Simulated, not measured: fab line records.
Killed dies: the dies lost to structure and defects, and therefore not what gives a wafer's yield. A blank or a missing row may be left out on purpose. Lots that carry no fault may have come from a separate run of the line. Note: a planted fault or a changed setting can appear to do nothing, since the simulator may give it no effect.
8D (eight disciplines) problem report, filled in by code / flow n5-finfet / the parts of the form that need people (team, actions taken, sign-off) are left out

== 1. THE PROBLEM ==
A mean of 136.4 nm is read at N5_BEOL_M9_OCD_MEAS_38 for trench-depth-nm, taken on 1 wafer of 1 lot, against 150.8 nm (standard deviation 2.5) on wafers free of any fault. Measured from the usual mean, that is -5.8 standard deviations.
Earliest sighting: wafer L236.6 on ocd-01 at day 13 01:00. At this step, 26 wafers from 9 lots have a number in the record. The rule behind "out" and "out of limits": a value lying over 4 standard deviations away from the usual mean. Any other wafer with a number is counted as sound.

== 2. WHAT IT IS; WHAT IT IS NOT ==
question=which readings at this step | is=trench-depth-nm | is not=-
question=which lots | is=L236 | is not=L221, L222, L227, L232, L239, L241, L243, L244
question=which wafers of those lots | is=L236.6 | is not=L236.1, L236.2
question=read on which gauges | is=ocd-01 | is not=ocd-02
question=when | is=from day 13 01:00 | is not=up to then (13 sound wafers); but 12 sound wafers of L239, L241, L243, L244 came after

== 3. WHAT RULES OUT EACH SUSPECT ==
Counting: any tool at a process step up to the reading remains a suspect provided it ran every lot that is out. Sound lots after the first of them don't rule it out here, since some wafers of a struck lot are sound.
- the gauge at N5_BEOL_M9_OCD_MEAS_38 has been ruled out. All the wafers that are out were read on ocd-01, but those of them that N5_BEOL_M9_TRENCH_ETCH_37 has rows for are out there too, on other tools.
- pvd-sputter-02 at N5_BEOL_M9_HM_DEP_02 (deposits TiN, target thk 20 nm): kept. The lot that is out, L236, ran on it at day 12 22:58; the last sound lot it ran before that was L227, at day 10 22:45.
- rie-diel-02 at N5_BEOL_M9_DESCUM_16 (chemistry O2, time 7.9 s): kept. It ran the lot that is out, L236 (day 12 23:28).
- rie-diel-03 at N5_BEOL_M9_DESCUM_33 (chemistry O2, time 7 s): kept. The lot that is out, L236, ran on it at day 13 00:32; the last sound lot it ran before that was L232, at day 12 18:38.
- rie-diel-03 at N5_BEOL_M9_TRENCH_ETCH_37 (etches SiCOH lowk in C4F6/O2, target depth 151.43 nm, time 49 s): kept. The lot that is out, L236, ran on it at day 13 00:49; the last sound lot it ran before that was L232, at day 12 18:55. Out on those wafers are its own readings of rf-fwd-power-W.
- In rie-diel-03 at N5_BEOL_M9_DESCUM_33, the wafers that are out were processed in chamber 0 and their sound lot-mates in chambers 1, 2.
- In rie-diel-03 at N5_BEOL_M9_TRENCH_ETCH_37, the wafers that are out were processed in chamber 0 and their sound lot-mates in chambers 1, 2.
Left after counting: pvd-sputter-02 at N5_BEOL_M9_HM_DEP_02, rie-diel-02 at N5_BEOL_M9_DESCUM_16, rie-diel-03 at N5_BEOL_M9_DESCUM_33, rie-diel-03 at N5_BEOL_M9_TRENCH_ETCH_37.

== 4. THE CAUSE (what the simulator had put in) ==
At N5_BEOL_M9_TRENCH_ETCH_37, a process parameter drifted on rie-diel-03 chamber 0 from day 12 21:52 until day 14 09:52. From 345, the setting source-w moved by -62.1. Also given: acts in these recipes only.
This tool is one of the 4 suspects left after counting.

== 5. SEQUENCE OF EFFECTS, ordered by route ==
Each row: a reading where the mean over the struck wafers with a number is more than 3 standard deviations away from the usual. Readings are gone through only where the record gives a usual standard deviation; hours: the median, over the lots, of the time from a lot's start at the first step in this table giving one to that lot's start at this step; sigmas: the change measured in usual standard deviations.
hours=0; step=N5_BEOL_M9_TRENCH_ETCH_37; reading=rf-fwd-power-W; usual=341.6 W; on struck wafers=280.2; change=-61.4; sigmas=-41
hours=0; step=N5_BEOL_M9_TRENCH_ETCH_37; reading=rf-vpp-V; usual=670 V; on struck wafers=721; change=+51; sigmas=+3.2
hours=0; step=N5_BEOL_M9_OCD_MEAS_38; reading=trench-depth-nm; usual=150.8 nm; on struck wafers=136.4; change=-14.4; sigmas=-5.8
hours=3; step=N5_BEOL_M9_THK_MEAS_53; reading=M9_THK; usual=139.0 nm; on struck wafers=124.3; change=-14.7; sigmas=-4.9
hours=3; step=N5_BEOL_M9_RS_MEAS_57; reading=M9_RS; usual=0.151 ohm/sq; on struck wafers=0.172; change=+0.021; sigmas=+6.4
Here are the process steps it includes:
- N5_BEOL_M9_TRENCH_ETCH_37: etches SiCOH lowk in C4F6/O2, target depth 151.43 nm, time 49 s.

== 6. WHAT WOULD HAVE CAUGHT IT SOONER ==
The first out-of-limits reading at a measuring or inspecting step in this record came at day 13 01:00, 3 hours after the fault's start at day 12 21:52.
Tool's own readings at N5_BEOL_M9_TRENCH_ETCH_37, rf-fwd-power-W: out on all struck wafers the step has rows for; an alarm limit on them would have tripped on the first.
The start of N5_BEOL_M9_TRENCH_ETCH_37 on rie-diel-03 came by day 13 01:00 for every one of the lots that are out (1). Tool hold at that time: it would have spared none of them.
